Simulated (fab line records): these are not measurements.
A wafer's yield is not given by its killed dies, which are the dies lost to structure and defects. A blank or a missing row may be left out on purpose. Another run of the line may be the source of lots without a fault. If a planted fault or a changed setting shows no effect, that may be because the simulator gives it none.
Matching of chambers | flow n5 finfet | N5_BEOL_M9_STRIP_67 on rie diel-01: 4 sister chambers
The step strips in CF4. 8 wafers are shown with their chamber, then 11 later ones without.

EACH WAFER AND ITS CHAMBER
wafer  | chamber | drypump motor current A (A) | throttle valve pct (%)
L084.6 | 1       | 5.45                        | 13.08
L085.5 | 1       | 5.49                        | 13.09
L088.4 | 0       | 5.42                        | 13.74
L088.5 | 3       | 5.16                        | 13.73
L090.3 | 2       | 5.80                        | 13.59
L090.5 | 0       | 5.40                        | 13.73
L090.6 | 2       | 5.78                        | 13.61
L092.2 | 3       | 5.16                        | 13.74

WAFERS WHOSE CHAMBER IS MISSING
wafer  | drypump motor current A (A) | throttle valve pct (%)
L092.4 | 5.16                        | 13.75
L092.6 | 5.75                        | 13.62
L093.1 | 5.79                        | 13.63
L093.4 | 5.47                        | 13.11
L093.6 | 5.14                        | 13.77
L094.1 | 5.15                        | 13.77
L094.2 | 5.40                        | 13.77
L094.6 | 5.77                        | 13.63
L097.1 | 5.47                        | 13.12
L097.2 | 5.42                        | 13.76
L097.3 | 5.74                        | 13.63

EACH ONE'S CHAMBER
wafer  | from the rows above | in truth
L092.4 | 3                   | 3
L092.6 | 2                   | 2
L093.1 | 2                   | 2
L093.4 | 1                   | 1
L093.6 | 3                   | 3
L094.1 | 3                   | 3
L094.2 | 0                   | 0
L094.6 | 2                   | 2
L097.1 | 1                   | 1
L097.2 | 0                   | 0
L097.3 | 2                   | 2
11 of 11 placed correctly. Number that these rows cannot place: 0. Number placed wrongly: 0.
How it was worked out, from the rows above alone: a wafer's distance from a chamber is the root of the sum, over the readings, of the square of ((its reading less the chamber's mean) divided by the reading's scatter). If the next closest chamber is less than 2 further off than the closest, the wafer can't be placed; otherwise it belongs to the closest. Each chamber's mean is taken over the wafers shown for it. The scatter: the root of (the sum of the squares of (reading less its chamber's mean) over the shown wafers, divided by (wafers less chambers)).
